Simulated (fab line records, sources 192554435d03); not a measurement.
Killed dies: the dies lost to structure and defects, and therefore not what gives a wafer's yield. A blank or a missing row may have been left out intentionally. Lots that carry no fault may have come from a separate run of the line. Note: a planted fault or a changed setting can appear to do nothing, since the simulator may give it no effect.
Matching of chambers || flow n5-finfet || N5_FIN_CUT_ETCH_30 on rie-diel-03 has 4 sister chambers
The step etches underlayer in N2/H2, target depth 13 nm, time 10.4 s. 14 wafers are shown with their chamber, then 7 later ones without.

== EACH WAFER AND ITS CHAMBER ==
{"wafer": "L076.4", "chamber": 2, "drypump-motor-current-A (A)": 6.0, "throttle-valve-pct (%)": 18.29, "showerhead-plenum-p-Torr (Torr)": 2.63}
{"wafer": "L076.5", "chamber": 3, "drypump-motor-current-A (A)": 4.9, "throttle-valve-pct (%)": 17.85, "showerhead-plenum-p-Torr (Torr)": 2.66}
{"wafer": "L076.6", "chamber": 2, "drypump-motor-current-A (A)": 6.0, "throttle-valve-pct (%)": 18.30, "showerhead-plenum-p-Torr (Torr)": 2.63}
{"wafer": "L082.1", "chamber": 3, "drypump-motor-current-A (A)": 4.8, "throttle-valve-pct (%)": 17.88, "showerhead-plenum-p-Torr (Torr)": 2.66}
{"wafer": "L082.3", "chamber": 2, "drypump-motor-current-A (A)": 6.0, "throttle-valve-pct (%)": 18.30, "showerhead-plenum-p-Torr (Torr)": 2.62}
{"wafer": "L082.4", "chamber": 0, "drypump-motor-current-A (A)": 6.0, "throttle-valve-pct (%)": 18.38, "showerhead-plenum-p-Torr (Torr)": 2.52}
{"wafer": "L084.1", "chamber": 3, "drypump-motor-current-A (A)": 4.8, "throttle-valve-pct (%)": 17.90, "showerhead-plenum-p-Torr (Torr)": 2.66}
{"wafer": "L084.2", "chamber": 2, "drypump-motor-current-A (A)": 6.0, "throttle-valve-pct (%)": 18.31, "showerhead-plenum-p-Torr (Torr)": 2.62}
{"wafer": "L084.5", "chamber": 1, "drypump-motor-current-A (A)": 5.3, "throttle-valve-pct (%)": 18.02, "showerhead-plenum-p-Torr (Torr)": 2.52}
{"wafer": "L088.2", "chamber": 2, "drypump-motor-current-A (A)": 6.0, "throttle-valve-pct (%)": 18.32, "showerhead-plenum-p-Torr (Torr)": 2.62}
{"wafer": "L088.4", "chamber": 1, "drypump-motor-current-A (A)": 5.3, "throttle-valve-pct (%)": 18.03, "showerhead-plenum-p-Torr (Torr)": 2.52}
{"wafer": "L088.6", "chamber": 0, "drypump-motor-current-A (A)": 5.9, "throttle-valve-pct (%)": 18.39, "showerhead-plenum-p-Torr (Torr)": 2.51}
{"wafer": "L090.2", "chamber": 2, "drypump-motor-current-A (A)": 6.0, "throttle-valve-pct (%)": 18.32, "showerhead-plenum-p-Torr (Torr)": 2.62}
{"wafer": "L090.3", "chamber": 3, "drypump-motor-current-A (A)": 4.9, "throttle-valve-pct (%)": 17.91, "showerhead-plenum-p-Torr (Torr)": 2.65}

SIGNATURES, as means of the wafers listed above
{"reading": "drypump-motor-current-A", "chamber 0": 5.950, "chamber 1": 5.300, "chamber 2": 6.000, "chamber 3": 4.850, "scatter within a chamber": 0.0387}
{"reading": "throttle-valve-pct", "chamber 0": 18.3850, "chamber 1": 18.0250, "chamber 2": 18.3067, "chamber 3": 17.8850, "scatter within a chamber": 0.0171}
{"reading": "showerhead-plenum-p-Torr", "chamber 0": 2.5150, "chamber 1": 2.5200, "chamber 2": 2.6233, "chamber 3": 2.6575, "scatter within a chamber": 0.00508}
Rule: for each reading, subtract the chamber's mean from the wafer's reading, divide by that reading's scatter and square the result; add these up over the readings and take the root, which gives the wafer's distance from the chamber. The wafer belongs to the nearest chamber; if the next one is less than 2 further off, it can't be placed. How the scatter is found: for the shown wafers, subtract from each reading the mean of its chamber, square and add these, divide the total by (wafers less chambers), then take the root.

== WAFERS MISSING THEIR CHAMBER ==
{"wafer": "L090.5", "drypump-motor-current-A (A)": 4.8, "throttle-valve-pct (%)": 17.90, "showerhead-plenum-p-Torr (Torr)": 2.65}
{"wafer": "L091.3", "drypump-motor-current-A (A)": 6.0, "throttle-valve-pct (%)": 18.32, "showerhead-plenum-p-Torr (Torr)": 2.62}
{"wafer": "L091.4", "drypump-motor-current-A (A)": 5.3, "throttle-valve-pct (%)": 18.05, "showerhead-plenum-p-Torr (Torr)": 2.52}
{"wafer": "L091.6", "drypump-motor-current-A (A)": 5.9, "throttle-valve-pct (%)": 18.40, "showerhead-plenum-p-Torr (Torr)": 2.51}
{"wafer": "L097.1", "drypump-motor-current-A (A)": 5.3, "throttle-valve-pct (%)": 18.06, "showerhead-plenum-p-Torr (Torr)": 2.51}
{"wafer": "L097.3", "drypump-motor-current-A (A)": 4.8, "throttle-valve-pct (%)": 17.93, "showerhead-plenum-p-Torr (Torr)": 2.65}
{"wafer": "L097.4", "drypump-motor-current-A (A)": 4.9, "throttle-valve-pct (%)": 17.92, "showerhead-plenum-p-Torr (Torr)": 2.65}

== CHAMBER TAKEN BY EACH ==
{"wafer": "L090.5", "from the rows above": 3, "in truth": 3}
{"wafer": "L091.3", "from the rows above": 2, "in truth": 2}
{"wafer": "L091.4", "from the rows above": 1, "in truth": 1}
{"wafer": "L091.6", "from the rows above": 0, "in truth": 0}
{"wafer": "L097.1", "from the rows above": 1, "in truth": 1}
{"wafer": "L097.3", "from the rows above": 3, "in truth": 3}
{"wafer": "L097.4", "from the rows above": 3, "in truth": 3}
Correct placement for 7 of the 7. Not placeable from these rows: 0. Number placed wrongly: 0.
